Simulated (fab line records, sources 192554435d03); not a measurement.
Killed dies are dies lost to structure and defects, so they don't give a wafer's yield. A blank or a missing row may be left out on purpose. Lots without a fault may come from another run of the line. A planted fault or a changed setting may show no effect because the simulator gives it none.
Which tool did it? | flow n5_finfet | 11 lots, 32 wafers sampled, at 2 steps of a route of 1938

WHAT THE GAUGES READ, wafer by wafer
N5_BEOL_M13_RS_MEAS_54: measures by four-point-probe.
lot  | measured     | on            | M13_RS (ohm/sq)
L656 | day 11 23:00 | film_metro-02 | 0.0456 0.0449 0.0443
L657 | day 12 00:38 | film_metro-02 | 0.0445 0.0455 0.0451
L660 | day 13 03:32 | film_metro-01 | 0.0468 0.0455 0.0462
L662 | day 13 10:35 | film_metro-02 | 0.0448 0.0444 0.0464
L667 | day 14 04:05 | film_metro-02 | 0.0451 0.0460 0.0452
L666 | day 14 13:39 | film_metro-01 | 0.0458 0.0453 0.0456
L670 | day 15 17:00 | film_metro-02 | 0.0446 0.0453 0.0446
L671 | day 15 23:44 | film_metro-02 | 0.0450 0.0452 0.0450
L674 | day 17 09:53 | film_metro-02 | 0.0455 0.0450 0.0456
L675 | day 17 12:50 | film_metro-01 | 0.0453 0.0453
L677 | day 17 23:52 | film_metro-01 | 0.0457 0.0455 0.0456

WHICH TOOL RAN EACH LOT (tool, then ch and the chambers of the sampled wafers, then the start)
lot  | N5_BEOL_M13_PRE_CLEAN_42
L656 | pvd_sputter-02, day 11 21:48
L657 | pvd_sputter-03, day 11 23:10
L660 | pvd_sputter-01, day 13 02:20
L662 | pvd_sputter-01, day 13 08:53
L667 | pvd_sputter-02, day 14 02:53
L666 | pvd_sputter-01, day 14 12:26
L670 | pvd_sputter-02, day 15 15:48
L671 | pvd_sputter-01, day 15 21:25
L674 | pvd_sputter-02, day 17 08:39
L675 | pvd_sputter-02, day 17 11:35
L677 | pvd_sputter-01, day 17 22:38
- N5_BEOL_M13_PRE_CLEAN_42: time 30 s.

WHAT THE TOOLS THEMSELVES READ (means of the sampled wafers that have a number; where no wafer has one, the mark that the record gives instead)
N5_BEOL_M13_PRE_CLEAN_42.
lot  | tool           | heater_power_w (W)
L656 | pvd_sputter-02 | 396
L657 | pvd_sputter-03 | 312
L660 | pvd_sputter-01 | 323
L662 | pvd_sputter-01 | 330
L667 | pvd_sputter-02 | 340
L666 | pvd_sputter-01 | 325
L670 | pvd_sputter-02 | 364
L671 | pvd_sputter-01 | 305
L674 | pvd_sputter-02 | 312
L675 | pvd_sputter-02 | 340
L677 | pvd_sputter-01 | 349

THE ANSWER, worked out from the rows above alone
Rule: what is usual is taken from the lots themselves. Put in order of their means at a reading, lots are off if they are a third of the lots or fewer, leave a main group of 4 or more, and stand apart from it by a gap of 3 or more times the standard deviation of the main group's means; of several such gaps the widest counts. A main group whose means are all the same, to the digits that the tables above print for the reading, isn't used. A lot without any number at a reading at which 4 lots or more have one is off too. The other lots that the step has rows for count as sound. The gauges are gone through in route order, then the tools' own readings, and for those a lot's mean is taken as printed above. The first step at which some lot is off is used, and at that step the reading that is off furthest; a lot without a number counts as furthest.
No lot is off at any reading shown: from this, nothing can be told.

WHAT THE SIMULATOR HAD PUT IN
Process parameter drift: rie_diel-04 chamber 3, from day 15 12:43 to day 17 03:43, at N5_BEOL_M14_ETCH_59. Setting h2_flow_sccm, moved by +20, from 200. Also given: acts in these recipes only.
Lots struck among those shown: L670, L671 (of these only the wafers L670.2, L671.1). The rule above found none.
